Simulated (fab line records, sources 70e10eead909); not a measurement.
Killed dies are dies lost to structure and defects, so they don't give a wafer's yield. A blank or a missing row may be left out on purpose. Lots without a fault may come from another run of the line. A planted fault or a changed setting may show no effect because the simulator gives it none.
One fault seen from 2 desks | flow nand_harc | each desk has only its own numbers; what lay behind them comes last

THE METROLOGY DESK
What the gauges read, lot by lot, whatever tool the lot ran on: means of the sampled wafers that have a number. A lot is out of limits, marked OUT, if its mean lies more than 4 standard deviations from the usual mean; the brackets give that distance.
Columns: A = cd_nm at NHARC_A_CHANNEL_HOLE_D2_CD_MEAS_18, usual 99.0 nm
lot  | first seen here | A
L258 | day 13 02:03    | 100.2
L259 | day 13 19:29    | 98.6
L260 | day 14 02:50    | 102.0
L261 | day 14 07:34    | 101.0
L262 | day 15 01:31    | 96.7
L264 | day 15 20:52    | 100.0
L270 | day 18 01:56    | 101.5
L269 | day 18 03:54    | 100.0
L276 | day 20 21:03    | 95.9
L277 | day 20 21:24    | 97.3
L278 | day 21 16:07    | 96.6
L279 | day 22 03:44    | 97.6
This desk's finding: nothing out of limits on any of the 12 lots.

THE TOOL OWNER'S DESK: ald_hk-02
The tool's own readings at NHARC_A_CHANNEL_FILL_D2_ALD_14 (deposits SiO2, target thk 2.5 nm, pulse time 10 s, ald cycles 25): means of the sampled wafers that have a number, for each lot that ran on this tool. A lot is out of limits, marked OUT, if its mean lies more than 4 standard deviations from the usual mean; the brackets give that distance.
Columns: A = heater_power_w at NHARC_A_CHANNEL_FILL_D2_ALD_14, usual 458 W; B = precursor_pulse_height_rel at NHARC_A_CHANNEL_FILL_D2_ALD_14, usual 1.002
lot  | first seen here | A   | B
L258 | day 13 15:13    | 429 | 0.983
L259 | day 14 09:27    | 454 | 1.005
L264 | day 16 16:11    | 499 | 0.992
L270 | day 18 16:29    | 450 | 0.995
L269 | day 18 20:44    | 466 | 0.983
This desk's finding: nothing out of limits on any of the 5 lots.

PUT TOGETHER
The metrology desk saw nothing out of limits.
The tool owner's desk saw nothing out of limits.

WHAT THE SIMULATOR HAD PUT IN
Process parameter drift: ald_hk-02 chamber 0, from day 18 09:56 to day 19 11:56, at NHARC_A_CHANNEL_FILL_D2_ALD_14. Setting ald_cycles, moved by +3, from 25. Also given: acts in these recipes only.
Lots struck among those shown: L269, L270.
